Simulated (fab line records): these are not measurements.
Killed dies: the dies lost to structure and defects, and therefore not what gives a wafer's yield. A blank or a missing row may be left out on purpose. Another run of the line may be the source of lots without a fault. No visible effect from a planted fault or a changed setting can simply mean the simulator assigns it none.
Chamber matching ; flow nand-harc ; rie-si-05 running NHARC_A_DECK1_JOINT_ETCHBACK_07: 4 sister chambers
The step etches the open film in HBr, target depth 105 nm, time 26.9 s. 30 wafers are shown with their chamber, then 12 later ones without.

== EACH WAFER AND ITS CHAMBER ==
wafer;chamber;drypump-motor-current-A (A);oes-product-au (a.u.);hbr-flow-sccm (sccm)
L074.2;1;5.7;0.958;150.4
L074.3;3;5.2;1.020;150.9
L074.6;0;5.6;0.994;150.4
L076.1;2;6.2;1.000;150.7
L076.3;3;5.2;1.000;149.5
L076.4;0;5.6;0.998;150.3
L077.1;1;5.7;0.978;149.6
L077.3;2;6.3;0.998;150.5
L077.4;3;5.2;1.001;149.7
L078.2;1;5.7;0.993;150.1
L078.3;3;5.2;1.021;150.2
L078.6;1;5.7;0.991;149.8
L079.2;3;5.2;1.007;149.8
L079.3;2;6.2;1.007;150.1
L079.6;2;6.2;0.999;150.2
L081.1;2;6.2;0.993;149.3
L081.2;0;5.7;1.001;150.0
L081.6;2;6.2;0.988;149.6
L082.1;2;6.2;0.998;149.9
L082.4;0;5.7;1.021;149.3
L082.6;1;5.7;0.981;149.4
L083.1;1;5.7;0.983;149.1
L083.4;2;6.2;0.996;150.5
L083.6;0;5.7;1.011;149.8
L085.1;1;5.7;0.975;149.7
L085.2;3;5.2;1.004;150.0
L085.6;0;5.7;1.005;150.4
L086.2;3;5.2;1.019;149.5
L086.3;2;6.2;0.996;150.2
L086.5;2;6.2;0.993;150.4

SIGNATURES (means of the wafers above)
reading;chamber 0;chamber 1;chamber 2;chamber 3;scatter within a chamber
drypump-motor-current-A;5.667;5.700;6.210;5.200;0.0293
oes-product-au;1.00500;0.97986;0.99680;1.01029;0.00887
hbr-flow-sccm;150.033;149.729;150.140;149.943;0.448
Rule: for a wafer and a chamber, the distance is found by dividing, reading by reading, the gap between the wafer's reading and the chamber's mean by the reading's scatter, squaring, summing and taking the root. If the next closest chamber is less than 2 further off than the closest, the wafer can't be placed; otherwise it belongs to the closest. The scatter: the root of (the sum of the squares of (reading less its chamber's mean) over the shown wafers, divided by (wafers less chambers)).

== WAFERS WITH NO CHAMBER GIVEN ==
wafer;drypump-motor-current-A (A);oes-product-au (a.u.);hbr-flow-sccm (sccm)
L091.1;5.7;0.973;150.9
L091.4;5.7;1.002;149.5
L091.5;6.2;0.989;149.8
L093.2;5.6;1.012;149.9
L093.4;5.7;0.974;149.8
L093.5;5.7;0.976;149.9
L096.4;5.7;1.013;150.2
L096.5;6.2;1.000;149.9
L096.6;5.2;1.014;150.2
L097.3;5.2;1.026;149.7
L097.4;5.7;0.979;149.4
L097.5;5.7;0.984;149.8

== THE CHAMBER EACH PASSED THROUGH ==
wafer;from the rows above;in truth
L091.1;can't be placed: 1 or 0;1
L091.4;can't be placed: 0 or 1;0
L091.5;2;2
L093.2;0;0
L093.4;1;1
L093.5;1;1
L096.4;0;0
L096.5;2;2
L096.6;3;3
L097.3;3;3
L097.4;1;1
L097.5;1;1
Correctly placed: 10 of 12. Cannot be placed on the basis of these rows: 2; the candidates contain the true chamber in 2. 0 placed wrongly.
